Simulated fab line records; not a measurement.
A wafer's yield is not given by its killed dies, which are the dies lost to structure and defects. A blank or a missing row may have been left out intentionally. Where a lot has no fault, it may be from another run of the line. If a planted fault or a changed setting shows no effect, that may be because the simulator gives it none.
Split-lot experiment | flow n5_finfet | on a route of 1938 steps: 7 lots, 21 wafers read

## THE SPLIT ITSELF
At N5_SDB_COAT_04 (time 60 s, resist thk 18 nm), the setting spin_rpm was moved away from the recipe's 1500 rpm on 6 of the 21 wafers read, by -9.9% to +9.7%. For the rest of the wafers, this setting stayed at what the recipe calls for.

## FROM THE SPLIT TO THE READING: what the file shows between them, 3 steps
- N5_SDB_COAT_05: resist thk 90 nm
- N5_SDB_EBR_07
- N5_SDB_DESCUM_16: chemistry O2, time 7.9 s

## THE READING
CAR-ArF_of_SDB_COAT_05.thk_nm (the simulator's own value, which no gauge read), in nm, at N5_SDB_ETCH_17 (etches SiARC in CF4, target depth 23.4 nm, time 39 s). The file does not state a usual value for it. Across the 15 wafers here that went through the recipe, the average is 66.8 nm and the standard deviation 0.26 nm.

wafer  | tool, chamber at the split | spin_rpm as run, rpm | against the recipe | CAR-ArF_of_SDB_COAT_05.thk_nm, nm | against lot-mates on the recipe
L074.3 | litho_track-02, 0          | 1645                 | +9.7%              | 67.2                              | +0.9
L074.4 | litho_track-02, 0          | 1500                 | recipe             | 66.4                              | -
L074.6 | litho_track-02, 0          | 1500                 | recipe             | 66.2                              | -
L075.1 | litho_track-01, 0          | 1500                 | recipe             | 67                                | -
L075.2 | litho_track-01, 0          | 1500                 | recipe             | 66.8                              | -
L075.3 | litho_track-01, 0          | 1500                 | recipe             | 67                                | -
L077.2 | litho_track-01, 0          | 1500                 | recipe             | 66.8                              | -
L077.3 | litho_track-01, 0          | 1612                 | +7.5%              | 67.4                              | +0.5
L077.5 | litho_track-01, 0          | 1500                 | recipe             | 67                                | -
L078.2 | litho_track-03, 0          | 1500                 | recipe             | 66.8                              | -
L078.5 | litho_track-03, 0          | 1351                 | -9.9%              | 65.8                              | -1.0
L078.6 | litho_track-03, 0          | 1351                 | -9.9%              | 65.8                              | -1.0
L087.1 | litho_track-01, 0          | 1500                 | recipe             | 67.2                              | -
L087.3 | litho_track-01, 0          | 1500                 | recipe             | 67                                | -
L087.4 | litho_track-01, 0          | 1500                 | recipe             | 67                                | -
L092.3 | litho_track-03, 0          | 1587                 | +5.8%              | 67.6                              | +0.6
L092.4 | litho_track-03, 0          | 1500                 | recipe             | 67                                | -
L092.6 | litho_track-03, 0          | 1500                 | recipe             | 67                                | -
L097.1 | litho_track-02, 0          | 1549                 | +3.3%              | 66.8                              | +0.2
L097.4 | litho_track-02, 0          | 1500                 | recipe             | 66.6                              | -
L097.5 | litho_track-02, 0          | 1500                 | recipe             | 66.6                              | -

THE FIT
A straight line over all 21 wafers: CAR-ArF_of_SDB_COAT_05.thk_nm changes by +0.0843 nm for each +1% of spin_rpm; r = +0.81; the points scatter about the line by 0.27 nm.
The same after taking each lot's own level away (the mean of its wafers on the recipe; 21 wafers): +0.0935 nm for each +1%; r = +0.98; scatter 0.089 nm.
On that fit, the largest move of spin_rpm shifts the reading by 0.93 nm.
The lots' own levels span 66.30 to 67.07 nm, that is 2.9 times the standard deviation above.
The two slopes agree, so the slope changes little with the lot-to-lot level.
Check: for one of the wafers moved furthest among these (-9.9%), held out of the fit, the line's prediction against its lot-mates is -0.923 nm. Against them it came out at -1 nm.

## ADDITIONAL SPLITS CARRIED BY THESE WAFERS
These wafers also went through other splits before the reading. Each is held against what the fit with the lots' levels taken away leaves over:
other split on the same wafers | wafers away from the commonest value | r with CAR-ArF_of_SDB_COAT_05.thk_nm (lot level and that fit taken away)
N5_ZERO_LAYER_COAT_05 spin_rpm | 4                                    | +0.19
N5_ZERO_LAYER_ETCH_18 bias_w   | 6                                    | +0.24
N5_FIN_SAQP_COAT_50 spin_rpm   | 8                                    | +0.09
N5_FIN_CUT_EXPOSE_05 dose_mj   | 7                                    | +0.05
N5_DUMMY_GATE_HM_DEP_06 time_s | 15                                   | -0.19
N5_DUMMY_GATE_COAT_28 spin_rpm | 10                                   | -0.34
N5_SD_EPI_N_EPI_21 temp_c      | 7                                    | +0.20

## THE WHOLE CHAIN: every reading that the file lists as answering this split, in the file's order
step           | what it does                                         | reading                                                                        | change (the file's fit)                | r (the file's)
N5_SDB_COAT_04 | time 60 s, resist thk 18 nm                          | SiARC_of_SDB_COAT_04.thk_nm (the simulator's own value, which no gauge read)   | -0.0922 nm for each +1% of the setting | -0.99
N5_SDB_ETCH_17 | etches SiARC in CF4, target depth 23.4 nm, time 39 s | etch.depth_nm (the simulator's own value, which no gauge read)                 | -0.089 nm for each +1% of the setting  | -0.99
N5_SDB_ETCH_17 | etches SiARC in CF4, target depth 23.4 nm, time 39 s | CAR-ArF_of_SDB_COAT_05.thk_nm (the simulator's own value, which no gauge read) | +0.0907 nm for each +1% of the setting | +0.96

## FILE'S OWN FIT
CAR-ArF_of_SDB_COAT_05.thk_nm changes by +0.0907 nm for each +1% of spin_rpm, r = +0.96.
